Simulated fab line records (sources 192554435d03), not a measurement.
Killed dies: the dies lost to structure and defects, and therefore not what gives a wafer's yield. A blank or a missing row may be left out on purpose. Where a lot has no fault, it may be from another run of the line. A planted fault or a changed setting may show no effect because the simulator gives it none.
fab line records    flow n5-finfet
record: lots: 7  wafers: 21
route steps=1938 shown WELL_APT@40 FIN_SAQP@96 FIN_CUT@176 SD_EPI_N@268
start-h: start of the lot's first displayed wafer, in hours after the record's first day    wait-h: how many hours have passed since the lot's step before this one    " same as the row above    L1.1+2: a row that stands for several wafers    - no value, or no start given    * or withheld: withheld    < > ~ a bound
route shown NAME@n: NAME is a module with steps in the file, n the number in the route of the first one    usual: average and standard deviation across the fault-free wafers    same: alike in all rows    chamber/n: place in a boat    sites: per-site readings    _std_site: the standard deviation of these    _edge_site: outer sites' mean less inner sites'    radius-mm: for every site, how far away it sits from the centre of the wafer    mask NAME#n: copy n    behind: the most recent tool/chamber to have shaped the wafer    hold: the reason the lot was held/the length of the hold in hours/how it ended    device: whichever transistor did not switch (one of n, p or np)    end of line: tests of these same wafers at the route's end    step lacking rows: just its recipe    killed: dies lost to structure and defects at the first sort, not the wafer's yield    map: dies across one wafer; x = killed, . = not, _ = none there
set.NAME: setting as actually run; set.NAME@STEP: the setting as run at that earlier step    model.NAME: the simulator's own value behind a step, which no gauge read
lots run with intentionally changed settings; tables by step, rows by wafer
== steps ==
step: N5_WELL_APT_PEB_23
recipe: peb-temp-c: 130  peb-time-s: 90
lot.wafer   tool            chamber  start-h  wait-h  set.peb-temp-c
L078.1      litho-track-05  0        38.80    0.1     128.7
L078.2+4    "               0        "        "       130
L082.1+2+5  litho-track-04  0        63.17    0.1     130
L084.2+3    litho-track-04  0        75.02    0.0     127.1
L084.6      "               0        "        "       130
L089.2      litho-track-02  0        105.41   0.0     130
L089.4+6    "               0        "        "       133.6
L091.3+5+6  litho-track-05  0        117.86   0.0     130
L094.1+4+5  litho-track-04  0        135.20   0.1     130
L095.3+5    litho-track-05  0        140.65   0.0     126.8
L095.4      "               0        "        "       130
step: N5_WELL_APT_DEVELOP_24
recipe: develop-time-s: 45  rinse-liquid: surfactant-rinse  dry: air-spin  dev-temp-c: 21
lot.wafer   tool            chamber  start-h  wait-h  set.develop-time-s
L078.1+4    litho-track-05  0        -        -       45
L078.2      "               0        "        "       49.21
L082.1+2    litho-track-04  0        -        -       45
L082.5      "               0        "        "       54.26
L084.2+3+6  litho-track-04  0        -        -       45
L089.2+6    litho-track-02  0        -        -       45
L089.4      "               0        "        "       38.73
L091.3+5    litho-track-05  0        -        -       45
L091.6      "               0        "        "       54.83
L094.1+4+5  litho-track-04  0        -        -       45
L095.3+5    litho-track-05  0        -        -       45
L095.4      "               0        "        "       51.06
step: N5_WELL_APT_HARDBAKE_29
recipe: temp-c: 130  time-s: 120
step: N5_WELL_APT_CD_MEAS_25
recipe: target-cd-nm: 200  landing-energy-ev: 500  detector: se-inlens
usual: cd-nm: 201.6/2.9
lot.wafer  tool       chamber  start-h  wait-h  set.peb-temp-c@WELL_APT_PEB_23  cd-nm
L078.1     cd-sem-01  0        38.92    -       128.7                           188.6
L078.2     "          0        "        "       130                             202.5
L078.4     "          0        "        "       130                             203.8
L082.1     cd-sem-03  0        63.28    -       130                             201.9
L082.2     "          0        "        "       130                             205.1
L082.5     "          0        "        "       130                             205.7
L084.2     cd-sem-01  0        75.14    -       127.1                           187.6
L084.3     "          0        "        "       127.1                           184.5
L084.6     "          0        "        "       130                             207.0
L089.2     cd-sem-02  0        105.53   -       130                             199.0
L089.4     "          0        "        "       133.6                           215.5
L089.6     "          0        "        "       133.6                           216.4
L091.3     cd-sem-02  0        117.98   -       130                             203.2
L091.5     "          0        "        "       130                             202.8
L091.6     "          0        "        "       130                             202.4
L094.1     cd-sem-02  0        135.31   -       130                             202.6
L094.4     "          0        "        "       130                             201.8
L094.5     "          0        "        "       130                             204.2
L095.3     cd-sem-01  0        140.77   -       126.8                           179.4
L095.4     "          0        "        "       130                             198.8
L095.5     "          0        "        "       126.8                           178.2
step: N5_WELL_APT_DESCUM_30
recipe: chemistry: O2  time-s: 7.9  source-power-w: 50  bias-power-w: 20  pressure-mtorr: 20  rf-frequency-hz: 2.712e+07  temp-c: 40  o2-flow-sccm: 225
lot.wafer  tool         chamber  start-h  wait-h  set.peb-temp-c@WELL_APT_PEB_23  model.WELL_APT.cd-nm
L078.1     rie-diel-04  3        39.02    0.0     128.7                           188.3
L078.2     "            2        "        "       130                             201.8
L078.4     "            0        "        "       130                             203.4
L082.1     rie-diel-05  3        63.37    0.0     130                             202.1
L082.2     "            2        "        "       130                             205.4
L082.5     "            0        "        "       130                             205.6
L084.2     rie-diel-04  0        75.23    0.0     127.1                           187.1
L084.3     "            2        "        "       127.1                           184.3
L084.6     "            1        "        "       130                             207.3
L089.2     rie-diel-04  2        106.21   0.6     130                             198.5
L089.4     "            1        "        "       133.6                           215.5
L089.6     "            1        "        "       133.6                           216.5
L091.3     rie-diel-04  2        118.95   0.9     130                             202.9
L091.5+6   "            2,1      "        "       130                             202.4
L094.1     rie-diel-05  1        135.40   0.0     130                             202.9
L094.4     "            2        "        "       130                             202.3
L094.5     "            3        "        "       130                             204.1
L095.3     rie-diel-01  2        140.85   0.0     126.8                           179.4
L095.4     "            0        "        "       130                             198.6
L095.5     "            3        "        "       126.8                           178
step: N5_FIN_SAQP_HM_DEP_03
recipe: material: SiNx  target-thk-a: 380  temp-c: 400  precursor: SiH4/NH3/N2  pressure-torr: 1.5  rf-w: 300  time-s: 33.6
lot.wafer  tool      chamber  start-h  wait-h  set.time-s  model.SiNx_of_FIN_SAQP_HM_DEP_03.thk-nm
L078.1     pecvd-03  1        44.97    0.2     33.6        37.53
L078.2     "         0        "        "       33.6        36.98
L078.4     "         1        "        "       33.6        37.95
L082.1     pecvd-04  2        70.45    0.2     33.6        36.93
L082.2     "         1        "        "       37.26       41.05
L082.5     "         0        "        "       33.6        38.29
L084.2     pecvd-03  0        80.98    0.2     33.6        37.46
L084.3     "         1        "        "       33.6        37.36
L084.6     "         2        "        "       33.6        37.7
L089.2     pecvd-03  0        112.78   0.2     33.6        38.28
L089.4     "         0        "        "       33.6        38.64
L089.6     "         1        "        "       36.41       41.51
L091.3     pecvd-03  0        124.92   0.1     31.27       35.35
L091.5     "         2        "        "       31.27       35.18
L091.6     "         0        "        "       33.6        39.11
L094.1     pecvd-04  1        141.58   0.2     33.6        37.59
L094.4     "         1        "        "       33.6        38.8
L094.5     "         0        "        "       33.6        38.49
L095.3     pecvd-01  0        146.79   0.1     33.6        37.91
L095.4     "         2        "        "       33.6        38.41
L095.5     "         1        "        "       35.61       40.39
step: N5_FIN_SAQP_THK_MEAS_05
usual: thk-nm: 38.0/0.56
lot.wafer  tool           chamber  start-h  wait-h  set.time-s@FIN_SAQP_HM_DEP_03  thk-nm
L078.1     film-metro-02  -        45.09    0.1     33.6                           37.5
L078.2     "              -        "        "       33.6                           37.0
L078.4     "              -        "        "       33.6                           38.0
L082.1     film-metro-02  -        70.53    0.1     33.6                           36.9
L082.2     "              -        "        "       37.26                          41.1
L082.5     "              -        "        "       33.6                           38.3
L084.2     film-metro-01  -        81.07    0.1     33.6                           37.5
L084.3     "              -        "        "       33.6                           37.3
L084.6     "              -        "        "       33.6                           37.7
L089.2     film-metro-01  -        112.87   0.1     33.6                           38.3
L089.4     "              -        "        "       33.6                           38.7
L089.6     "              -        "        "       36.41                          41.5
L091.3     film-metro-02  -        125.01   0.1     31.27                          35.3
L091.5     "              -        "        "       31.27                          35.2
L091.6     "              -        "        "       33.6                           39.1
L094.1     film-metro-02  -        141.67   0.1     33.6                           37.5
L094.4     "              -        "        "       33.6                           38.8
L094.5     "              -        "        "       33.6                           38.5
L095.3     film-metro-01  -        146.88   0.1     33.6                           38.0
L095.4     "              -        "        "       33.6                           38.4
L095.5     "              -        "        "       35.61                          40.4
step: N5_FIN_SAQP_PEB_14
recipe: peb-temp-c: withheld  peb-time-s: 60  resist: CAR-ArF
lot.wafer   tool            chamber  start-h  wait-h  set.peb-time-s
L078.1+4    litho-track-02  0        45.71    0.1     65.94
L078.2      "               0        "        "       60
L082.1+2+5  litho-track-02  0        71.03    0.1     60
L084.2      litho-track-01  0        81.57    0.0     56.04
L084.3+6    "               0        "        "       60
L089.2+4+6  litho-track-01  0        113.52   0.0     60
L091.3+5    litho-track-04  0        125.64   0.0     71.08
L091.6      "               0        "        "       60
L094.1+4+5  litho-track-02  0        142.29   0.1     60
L095.3+5    litho-track-01  0        147.51   0.0     69.04
L095.4      "               0        "        "       60
step: N5_FIN_SAQP_DEVELOP_15
recipe: develop-time-s: 30  developer: TMAH  resist: CAR-ArF  dev-temp-c: 23  rinse-liquid: diw  dry: air-spin
step: N5_FIN_SAQP_CD_MEAS_16
recipe: target-cd-nm: 35.6  landing-energy-ev: 500  detector: se-inlens
usual: cd-nm: 35.8/0.39
lot.wafer  tool       chamber  start-h  wait-h  set.peb-time-s@FIN_SAQP_PEB_14  cd-nm
L078.1     cd-sem-02  0        45.78    -       65.94                           34.1
L078.2     "          0        "        "       60                              36.3
L078.4     "          0        "        "       65.94                           34.3
L082.1     cd-sem-01  0        71.10    -       60                              35.8
L082.2     "          0        "        "       60                              35.7
L082.5     "          0        "        "       60                              35.7
L084.2     cd-sem-02  0        81.64    -       56.04                           36.8
L084.3     "          0        "        "       60                              35.8
L084.6     "          0        "        "       60                              35.8
L089.2     cd-sem-01  0        113.59   -       60                              35.6
L089.4     "          0        "        "       60                              36.2
L089.6     "          0        "        "       60                              35.6
L091.3     cd-sem-01  0        125.71   -       71.08                           33.7
L091.5     "          0        "        "       71.08                           33.2
L091.6     "          0        "        "       60                              35.4
L094.1     cd-sem-01  0        142.36   -       60                              36.1
L094.4     "          0        "        "       60                              35.6
L094.5     "          0        "        "       60                              36.4
L095.3     cd-sem-01  0        147.58   -       69.04                           33.6
L095.4     "          0        "        "       60                              35.4
L095.5     "          0        "        "       69.04                           33.1
step: N5_FIN_SAQP_ETCH_51
recipe: chemistry: CF4  target: SiARC  target-depth-a: 455  mask-material: CAR-ArF  time-s: 75.8  ion-energy-ev: 80  pressure-mtorr: 40  source-w: 545  bias-w: 36  Ar_flow_sccm: 100  cf4-flow-sccm: 100  ends: cleared
lot.wafer   tool         chamber  start-h  wait-h  set.cf4-flow-sccm
L078.1+4    rie-diel-04  1,2      45.91    0.0     100
L078.2      "            0        "        "       122.3
L082.1+5    rie-diel-01  1,2      71.23    0.0     100
L082.2      "            0        "        "       86.44
L084.2      rie-diel-04  3        81.77    0.0     85.46
L084.3+6    "            2,3      "        "       100
L089.2+6    rie-diel-05  1        113.72   0.0     117.4
L089.4      "            2        "        "       100
L091.3+6    rie-diel-04  2,0      126.71   0.0     100
L091.5      "            3        "        "       108.4
L094.1+4+5  rie-diel-04  1,3,1    142.49   0.0     100
L095.3+4+5  rie-diel-04  2,3,1    147.85   0.0     100
step: N5_FIN_SAQP_ETCH_52
recipe: chemistry: N2/H2  target: SOC  target-depth-a: 1000  overetch-a: 200  mask-material: SiARC  temp-c: 40  time-s: 150  ion-energy-ev: 200  pressure-mtorr: 30  source-w: 840  bias-w: 150  n2-flow-sccm: 200  h2-flow-sccm: 200  ends: end-point
step: N5_FIN_SAQP_STRIP_53
recipe: chemistry: N2/H2  temp-c: 40  n2-flow-sccm: 200  h2-flow-sccm: 200  rf-frequency-hz: 6e+07
step: N5_FIN_SAQP_MANDREL2_REMOVE_60
recipe: chemistry: HBr/Cl2/O2  bt-time-s: 10  target: a-Si  stop-on: SiNx  endpoint: OES-SiCl  over-etch-frac: 1  icp-w: 600  bias-w: 22  HBr_flow_sccm: 150  Cl2_flow_sccm: 80  O2_flow_sccm: 5  pressure-mtorr: 10
step: N5_FIN_SAQP_HM_OPEN_33
recipe: chemistry: CH3F/O2  target: SiNx  mask-material: SiO2  target-depth-a: 494  time-s: 70.6  pressure-mtorr: 30  source-w: 395  bias-w: 73  Ar_flow_sccm: 150  CH3F_flow_sccm: 30  O2_flow_sccm: 20  ion-energy-ev: 120  ends: cleared
usual: etch-rf-on-time-s: 70.0/1.8
lot.wafer  tool         chamber  start-h  wait-h  set.time-s@FIN_SAQP_HM_DEP_03  etch-rf-on-time-s  model.etch.depth-nm
L078.1     rie-diel-04  3        49.69    0.0     33.6                           69.5               36.7
L078.2     "            2        "        "       33.6                           68.3               36.35
L078.4     "            0        "        "       33.6                           71.3               37.33
L082.1     rie-diel-04  3        75.42    0.0     33.6                           69.2               36.27
L082.2     "            0        "        "       37.26                          76.3               40.43
L082.5     "            1        "        "       33.6                           71.9               37.66
L084.2     rie-diel-05  3        86.64    0.0     33.6                           67.6               36.8
L084.3     "            1        "        "       33.6                           70.4               36.73
L084.6     "            3        "        "       33.6                           68.3               37.07
L089.2     rie-diel-04  0        117.40   0.1     33.6                           71.4               37.65
L089.4     "            1        "        "       33.6                           72.8               38.01
L089.6     "            0        "        "       36.41                          77.3               40.89
L091.3     rie-diel-04  0        130.76   0.1     31.27                          66.0               34.73
L091.5     "            1        "        "       31.27                          65.5               34.35
L091.6     "            2        "        "       33.6                           71.8               38.48
L094.1     rie-diel-05  2        146.93   0.3     33.6                           67.0               36.96
L094.4     "            0        "        "       33.6                           69.1               38.18
L094.5     "            3        "        "       33.6                           68.5               37.83
L095.3     rie-diel-04  1        151.98   0.1     33.6                           70.8               37.06
L095.4     "            3        "        "       33.6                           71.9               37.78
L095.5     "            1        "        "       35.61                          75.2               39.77
step: N5_FIN_SAQP_ETCH_34
recipe: chemistry: C4F6/O2  target: SiO2  target-depth-a: 450  time-s: 15  ion-energy-ev: 250  pressure-mtorr: 30  source-w: 345  bias-w: 185  Ar_flow_sccm: 300  C4F6_flow_sccm: 10  O2_flow_sccm: 10  ends: cleared
lot.wafer  tool         chamber  start-h  wait-h  set.time-s@FIN_SAQP_HM_DEP_03  model.SiNx_of_FIN_SAQP_HM_DEP_03.thk-nm
L078.1     rie-diel-04  3        49.76    0.0     33.6                           33.8
L078.2     "            2        "        "       33.6                           33.4
L078.4     "            0        "        "       33.6                           34.4
L082.1     rie-diel-04  3        75.49    0.0     33.6                           33.4
L082.2     "            0        "        "       37.26                          37.6
L082.5     "            1        "        "       33.6                           34.8
L084.2+3   rie-diel-05  3,1      86.71    0.0     33.6                           33.8
L084.6     "            3        "        "       33.6                           34.2
L089.2     rie-diel-04  0        117.47   0.0     33.6                           34.8
L089.4     "            1        "        "       33.6                           35
L089.6     "            0        "        "       36.41                          38
L091.3     rie-diel-04  0        130.83   0.0     31.27                          31.8
L091.5     "            1        "        "       31.27                          31.4
L091.6     "            2        "        "       33.6                           35.6
L094.1     rie-diel-05  2        147.00   0.0     33.6                           34
L094.4     "            0        "        "       33.6                           35.4
L094.5     "            3        "        "       33.6                           35
L095.3     rie-diel-04  1        152.05   0.0     33.6                           34.2
L095.4     "            3        "        "       33.6                           34.8
L095.5     "            1        "        "       35.61                          36.8
step: N5_FIN_SAQP_STRIP_77
recipe: chemistry: N2/H2  time-s: 90  power-w: 100  temp-c: 40  pressure-mtorr: 100  rf-frequency-hz: 6e+07  bias-power-w: 3  n2-flow-sccm: 300  h2-flow-sccm: 300
step: N5_FIN_SAQP_ETCH_64
recipe: chemistry: CF4  target: SiO2  target-depth-a: 15  ion-energy-ev: 350  pressure-mtorr: 10  icp-w: 800  bias-w: 400  cf4-flow-sccm: 80
step: N5_FIN_SAQP_FIN_ETCH_36
recipe: chemistry: HBr/Cl2/O2  target-depth-a: 1200  mask-material: SiNx  time-s: 50.4  bias-w: 102  pressure-mtorr: 10  icp-w: 800  HBr_flow_sccm: 150  Cl2_flow_sccm: 80  O2_flow_sccm: 12
lot.wafer  tool       chamber  start-h  wait-h  set.time-s@FIN_SAQP_HM_DEP_03  model.SiNx_of_FIN_SAQP_HM_DEP_03.thk-nm
L078.1     rie-si-04  0        49.97    0.0     33.6                           20.4
L078.2     "          3        "        "       33.6                           20
L078.4     "          1        "        "       33.6                           21.4
L082.1     rie-si-04  2        75.70    0.0     33.6                           20.6
L082.2     "          1        "        "       37.26                          24.6
L082.5     "          1        "        "       33.6                           21.6
L084.2     rie-si-04  2        86.92    0.0     33.6                           21.2
L084.3     "          0        "        "       33.6                           20.4
L084.6     "          0        "        "       33.6                           20.6
L089.2     rie-si-04  3        117.69   0.0     33.6                           21.6
L089.4     "          2        "        "       33.6                           22.4
L089.6     "          1        "        "       36.41                          25.2
L091.3     rie-si-03  3        131.05   0.0     31.27                          19
L091.5     "          1        "        "       31.27                          18.6
L091.6     "          0        "        "       33.6                           22.6
L094.1     rie-si-03  1        147.21   0.0     33.6                           21.2
L094.4     "          3        "        "       33.6                           22.4
L094.5     "          1        "        "       33.6                           22
L095.3+4   rie-si-04  2,0      152.26   0.0     33.6                           21.6
L095.5     "          0        "        "       35.61                          23.4
step: N5_FIN_CUT_CUT_ETCH_15
recipe: chemistry: HBr/Cl2/O2  target: Si  target-depth-a: 1000  bt-time-s: 10  mask-material: SOC  time-s: 42.4  ion-energy-ev: *  bias-w: *  pressure-mtorr: 10  icp-w: 800  HBr_flow_sccm: 150  Cl2_flow_sccm: 80  O2_flow_sccm: 12
lot.wafer  tool       chamber  start-h  wait-h  set.time-s  model.etch.depth-nm  model.FIN_CUT.feature-depth-nm  model.SOC_of_FIN_CUT_COAT_18.thk-nm
L078.1     rie-si-06  2        51.35    0.1     42.4        97.2                 97.2                            170.2
L078.2     "          3        "        "       50.94       122.5                122.4                           162
L078.4     "          1        "        "       42.4        94.91                95                              172.8
L082.1     rie-si-05  3        77.92    0.1     45.68       104.6                104.6                           171
L082.2     "          2        "        "       42.4        99.01                99                              170.2
L082.5     "          1        "        "       42.4        101.4                101.4                           169.4
L084.2     rie-si-02  0        88.29    0.1     42.4        101.4                101.4                           169.4
L084.3     "          3        "        "       48.57       111.2                111.2                           164.8
L084.6     "          1        "        "       48.57       112.1                112.2                           163.8
L089.2     rie-si-02  1        119.12   0.1     42.4        98.86                98.8                            171.2
L089.4     "          2        "        "       49.68       114.4                114.4                           165.8
L089.6     "          2        "        "       42.4        97.51                97.6                            172.8
L091.3     rie-si-02  3        132.35   0.0     42.4        97.8                 97.8                            172
L091.5     "          1        "        "       42.4        99.75                99.8                            170.6
L091.6     "          0        "        "       42.4        103.9                103.8                           169.4
L094.1     rie-si-06  3        148.64   0.1     42.4        103.2                103.2                           169.6
L094.4     "          0        "        "       42.4        103.2                103.2                           167.6
L094.5     "          2        "        "       42.4        98.8                 98.8                            170.4
L095.3     rie-si-05  0        153.57   0.0     42.4        102.3                102.2                           169.4
L095.4     "          3        "        "       42.4        95.98                96                              172
L095.5     "          3        "        "       42.4        95.98                96                              171.4
step: N5_FIN_CUT_CUT_ETCH_28
recipe: chemistry: HBr/Cl2/O2  target: Si  target-depth-a: 60  mask-material: SOC  time-s: 2.4  ion-energy-ev: *  bias-w: *  pressure-mtorr: 10  icp-w: 800  HBr_flow_sccm: 150  Cl2_flow_sccm: 80  O2_flow_sccm: 12
lot.wafer  tool       chamber  start-h  wait-h  set.time-s@FIN_CUT_CUT_ETCH_15  model.SOC_of_FIN_CUT_COAT_18.thk-nm
L078.1     rie-si-06  2        51.40    0.0     42.4                            168.6
L078.2     "          3        "        "       50.94                           160.2
L078.4     "          1        "        "       42.4                            171
L082.1     rie-si-05  3        77.97    0.0     45.68                           169.2
L082.2     "          2        "        "       42.4                            168.6
L082.5     "          1        "        "       42.4                            167.6
L084.2     rie-si-02  0        88.34    0.0     42.4                            167.6
L084.3     "          3        "        "       48.57                           163.2
L084.6     "          1        "        "       48.57                           162.2
L089.2     rie-si-02  1        119.17   0.0     42.4                            169.4
L089.4     "          2        "        "       49.68                           164
L089.6     "          2        "        "       42.4                            171.2
L091.3     rie-si-02  3        132.41   0.0     42.4                            170.2
L091.5     "          1        "        "       42.4                            168.8
L091.6     "          0        "        "       42.4                            167.6
L094.1     rie-si-06  3        148.70   0.0     42.4                            168
L094.4     "          0        "        "       42.4                            165.8
L094.5     "          2        "        "       42.4                            168.6
L095.3     rie-si-05  0        153.62   0.0     42.4                            167.6
L095.4     "          3        "        "       42.4                            170.4
L095.5     "          3        "        "       42.4                            169.8
step: N5_SD_EPI_N_PEB_07
recipe: peb-temp-c: 110  peb-time-s: 60  resist: CAR-ArF-block
lot.wafer   tool            chamber  start-h  wait-h  set.peb-temp-c
L078.1      litho-track-02  0        72.85    0.1     108.8
L078.2+4    "               0        "        "       110
L082.1+2+5  litho-track-05  0        102.79   0.1     110
L084.2+6    litho-track-02  0        109.70   0.0     110
L084.3      "               0        "        "       108
L089.2+6    litho-track-02  0        139.55   0.0     112.1
L089.4      "               0        "        "       110
L091.3+6    litho-track-02  0        152.31   0.0     110
L091.5      "               0        "        "       112
L094.1+4+5  litho-track-02  0        170.87   0.1     110
L095.3      litho-track-02  0        173.36   0.0     110
L095.4+5    "               0        "        "       112.4
step: N5_SD_EPI_N_DEVELOP_08
recipe: develop-time-s: 30  developer: TMAH  resist: CAR-ArF-block  dev-temp-c: 23  rinse-liquid: diw  dry: air-spin
step: N5_SD_EPI_N_CD_MEAS_09
recipe: target-cd-nm: 120  landing-energy-ev: 500  detector: se-inlens
usual: cd-nm: 120.6/0.92
lot.wafer  tool       chamber  start-h  wait-h  set.peb-temp-c@SD_EPI_N_PEB_07  cd-nm
L078.1     cd-sem-02  0        72.91    -       108.8                           118.1
L078.2     "          0        "        "       110                             120.0
L078.4     "          0        "        "       110                             119.9
L082.1     cd-sem-01  0        102.86   -       110                             120.7
L082.2     "          0        "        "       110                             122.1
L082.5     "          0        "        "       110                             120.9
L084.2     cd-sem-01  0        109.77   -       110                             121.1
L084.3     "          0        "        "       108                             115.8
L084.6     "          0        "        "       110                             119.7
L089.2     cd-sem-02  0        139.62   -       112.1                           125.2
L089.4     "          0        "        "       110                             120.2
L089.6     "          0        "        "       112.1                           124.3
L091.3     cd-sem-01  0        152.38   -       110                             120.4
L091.5     "          0        "        "       112                             125.7
L091.6     "          0        "        "       110                             120.6
L094.1     cd-sem-02  0        170.94   -       110                             120.7
L094.4     "          0        "        "       110                             121.4
L094.5     "          0        "        "       110                             120.2
L095.3     cd-sem-01  0        173.42   -       110                             120.6
L095.4     "          0        "        "       112.4                           125.6
L095.5     "          0        "        "       112.4                           126.9
== key ==
split: step: N5_WELL_APT_PEB_23  setting: peb-temp-c  stated: 130  by: wafer
response: step: N5_WELL_APT_CD_MEAS_25  reading: cd-nm  change: +8.01  per: 1%  r: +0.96
response: step: N5_WELL_APT_DESCUM_30  reading: model.WELL_APT.cd-nm  change: +8.11  per: 1%  r: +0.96
split: step: N5_WELL_APT_DEVELOP_24  setting: develop-time-s  stated: 45  by: wafer
response none clear
split: step: N5_FIN_SAQP_HM_DEP_03  setting: time-s  stated: 33.6  by: wafer
response: step: N5_FIN_SAQP_HM_DEP_03  reading: model.SiNx_of_FIN_SAQP_HM_DEP_03.thk-nm  change: +0.378  per: 1%  r: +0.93
response: step: N5_FIN_SAQP_THK_MEAS_05  reading: thk-nm  change: *  per: 1%  r: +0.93
response: step: N5_FIN_SAQP_HM_OPEN_33  reading: etch-rf-on-time-s  change: *  per: 1%  r: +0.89
response: step: N5_FIN_SAQP_HM_OPEN_33  reading: model.etch.depth-nm  change: +0.384  per: 1%  r: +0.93
response: step: N5_FIN_SAQP_ETCH_34  reading: model.SiNx_of_FIN_SAQP_HM_DEP_03.thk-nm  change: +0.387  per: 1%  r: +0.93
response: step: N5_FIN_SAQP_FIN_ETCH_36  reading: model.SiNx_of_FIN_SAQP_HM_DEP_03.thk-nm  change: +0.374  per: 1%  r: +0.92
split: step: N5_FIN_SAQP_PEB_14  setting: peb-time-s  stated: 60  by: wafer
response: step: N5_FIN_SAQP_CD_MEAS_16  reading: cd-nm  change: -0.135  per: 1%  r: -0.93
split: step: N5_FIN_SAQP_ETCH_51  setting: cf4-flow-sccm  stated: 100  by: wafer
response none clear
split: step: N5_FIN_CUT_CUT_ETCH_15  setting: time-s  stated: 42.4  by: wafer
response: step: N5_FIN_CUT_CUT_ETCH_15  reading: model.etch.depth-nm  change: +1.02  per: 1%  r: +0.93
response: step: N5_FIN_CUT_CUT_ETCH_15  reading: model.FIN_CUT.feature-depth-nm  change: +1.02  per: 1%  r: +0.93
response: step: N5_FIN_CUT_CUT_ETCH_15  reading: model.SOC_of_FIN_CUT_COAT_18.thk-nm  change: -0.373  per: 1%  r: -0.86
response: step: N5_FIN_CUT_CUT_ETCH_28  reading: model.SOC_of_FIN_CUT_COAT_18.thk-nm  change: -0.375  per: 1%  r: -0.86
split: step: N5_SD_EPI_N_PEB_07  setting: peb-temp-c  stated: 110  by: wafer
response: step: N5_SD_EPI_N_CD_MEAS_09  reading: cd-nm  change: +2.52  per: 1%  r: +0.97
